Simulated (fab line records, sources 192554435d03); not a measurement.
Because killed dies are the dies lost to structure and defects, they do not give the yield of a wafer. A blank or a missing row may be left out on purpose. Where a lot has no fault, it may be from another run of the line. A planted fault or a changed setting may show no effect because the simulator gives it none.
Matching of chambers ; flow n5Finfet ; 4 sister chambers for N5_FIN_SAQP_FIN_ETCH_36 on rieSi-02
The step etches the open film in HBr/Cl2/O2, target depth 120 nm, time 50.4 s. 4 wafers are shown with their chamber, then 7 later ones without.

## EACH WAFER AND ITS CHAMBER
wafer;chamber;throttleValvePct (%)
L078.1;2;36.2
L080.4;3;35.7
L090.4;0;35.8
L090.5;1;35.6

## WAFERS WHOSE CHAMBER IS MISSING
wafer;throttleValvePct (%)
L090.6;35.7
L093.2;35.7
L093.4;35.7
L093.5;36.3
L096.2;36.2
L096.4;35.7
L096.5;36.3

## WHICH CHAMBER EACH WENT THROUGH
wafer;from the rows above;in truth
L090.6;can't be placed: 3 or 0 or 1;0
L093.2;can't be placed: 3 or 0 or 1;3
L093.4;can't be placed: 3 or 0 or 1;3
L093.5;2;2
L096.2;2;2
L096.4;can't be placed: 3 or 0 or 1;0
L096.5;2;2
Placed correctly: 3 of 7. From these rows, 4 cannot be placed; in 4 the true chamber is one of the candidates. Number placed wrongly: 0.
How it was worked out, from the rows above alone: a wafer's distance from a chamber is the root of the sum, over the readings, of the square of ((its reading less the chamber's mean) divided by the reading's scatter). If the next closest chamber is less than 2 further off than the closest, the wafer can't be placed; otherwise it belongs to the closest. The mean given for a chamber averages the wafers shown for that chamber. The scatter (one wafer shown for each chamber): square how far every hidden wafer sits from the nearest shown wafer, average those squares and take the square root.
